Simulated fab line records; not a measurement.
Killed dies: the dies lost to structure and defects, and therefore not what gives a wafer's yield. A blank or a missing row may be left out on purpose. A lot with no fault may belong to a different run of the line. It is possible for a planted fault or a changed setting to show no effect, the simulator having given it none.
Which tool did it? + flow n5-finfet + 8 lots, 24 wafers sampled, at 4 steps of a route of 1938

== WHAT THE GAUGES SHOWED, per wafer ==
N5_BEOL_M1_OCD_MEAS_38.
| lot  | measured     | on     | trench-depth-nm (nm) |
|------|--------------|--------|----------------------|
| L281 | day 6 12:02  | ocd-01 | 54.1 53.8 54.2       |
| L290 | day 8 18:31  | ocd-02 | 55.2 55.4 53.0       |
| L291 | day 9 12:17  | ocd-02 | 55.7 53.6 55.8       |
| L294 | day 10 01:24 | ocd-01 | 55.0 54.9 55.0       |
| L295 | day 10 03:58 | ocd-01 | 55.7 54.3 54.1       |
| L297 | day 10 09:35 | ocd-01 | 66.7 55.1 54.0       |
| L299 | day 11 07:53 | ocd-01 | 55.5 56.8 55.6       |
| L303 | day 12 02:56 | ocd-02 | 55.4 53.7 53.7       |

== TOOL THAT RAN EACH LOT (tool first, then ch and the chambers of the sampled wafers, then the start) ==
| lot  | N5_BEOL_M1_HM_OPEN_17             | N5_BEOL_M1_ETCH_77                 | N5_BEOL_M1_TRENCH_ETCH_37          |
|------|-----------------------------------|------------------------------------|------------------------------------|
| L281 | rie-metal-01 ch 0,1, day 6 09:38  | rie-diel-03 ch 0,3, day 6 10:46    | rie-diel-03 ch 1,3, day 6 11:53    |
| L290 | rie-metal-03 ch 0,1, day 8 15:15  | rie-diel-03 ch 0,2,3, day 8 16:02  | rie-diel-02 ch 1,2,3, day 8 18:21  |
| L291 | rie-metal-01 ch 0,1, day 9 08:44  | rie-diel-02 ch 0,1,3, day 9 09:22  | rie-diel-02 ch 2,3, day 9 12:08    |
| L294 | rie-metal-01 ch 0,1, day 9 20:39  | rie-diel-03 ch 1,3, day 9 21:17    | rie-diel-03 ch 1,2, day 10 01:14   |
| L295 | rie-metal-01 ch 0,1, day 10 02:19 | rie-diel-01 ch 2,3, day 10 03:18   | rie-diel-01 ch 1,2,3, day 10 03:48 |
| L297 | rie-metal-01 ch 0,1, day 10 07:51 | rie-diel-03 ch 1,3, day 10 08:59   | rie-diel-02 ch 0,2,3, day 10 09:26 |
| L299 | rie-metal-02 ch 0,1, day 11 04:58 | rie-diel-01 ch 0,2,3, day 11 05:46 | rie-diel-01 ch 0,1, day 11 07:44   |
| L303 | rie-metal-01 ch 0,1, day 12 00:40 | rie-diel-03 ch 0,2, day 12 01:35   | rie-diel-03 ch 0,2,3, day 12 02:47 |
- N5_BEOL_M1_HM_OPEN_17: chemistry Cl2/BCl3, target TiN, target depth 20 nm, overetch 6 nm.
- N5_BEOL_M1_ETCH_77: etches underlayer in N2/H2, target depth 6.5 nm, time 5.2 s.
- N5_BEOL_M1_TRENCH_ETCH_37: etches SiOC in C4F6/O2, target depth 55.207 nm, time 29 s.

== THE ANSWER, worked out from the rows above alone ==
Rule: the lots themselves supply what counts as usual. Put in order of their means at a reading, lots are off if they are a third of the lots or fewer, leave a main group of 4 or more, and stand apart from it by a gap of 3 or more times the standard deviation of the main group's means; of several such gaps the widest counts. If all means in a main group match to the digits the tables above print for the reading, that group is not used. Also off: a lot with no number at a reading for which 4 or more lots have one. The other lots that the step has rows for count as sound.
Off, at N5_BEOL_M1_OCD_MEAS_38 on trench-depth-nm: L297. Mean 54.8 nm and standard deviation 0.58 in the main group.
A tool fits if, at a process step before that reading, it ran every lot that is off, and no sound lot after the first of them. Gauges at N5_BEOL_M1_OCD_MEAS_38: tried the same way as those tools. One fits: rie-diel-02 at N5_BEOL_M1_TRENCH_ETCH_37. A fault onset in the window from L291 (day 9 12:08, its last sound lot) to L297 (day 10 09:26, its first lot off) fits.

== WHAT WAS PUT IN BY THE SIMULATOR ==
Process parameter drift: rie-diel-02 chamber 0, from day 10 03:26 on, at N5_BEOL_M1_TRENCH_ETCH_37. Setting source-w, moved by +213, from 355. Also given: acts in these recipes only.
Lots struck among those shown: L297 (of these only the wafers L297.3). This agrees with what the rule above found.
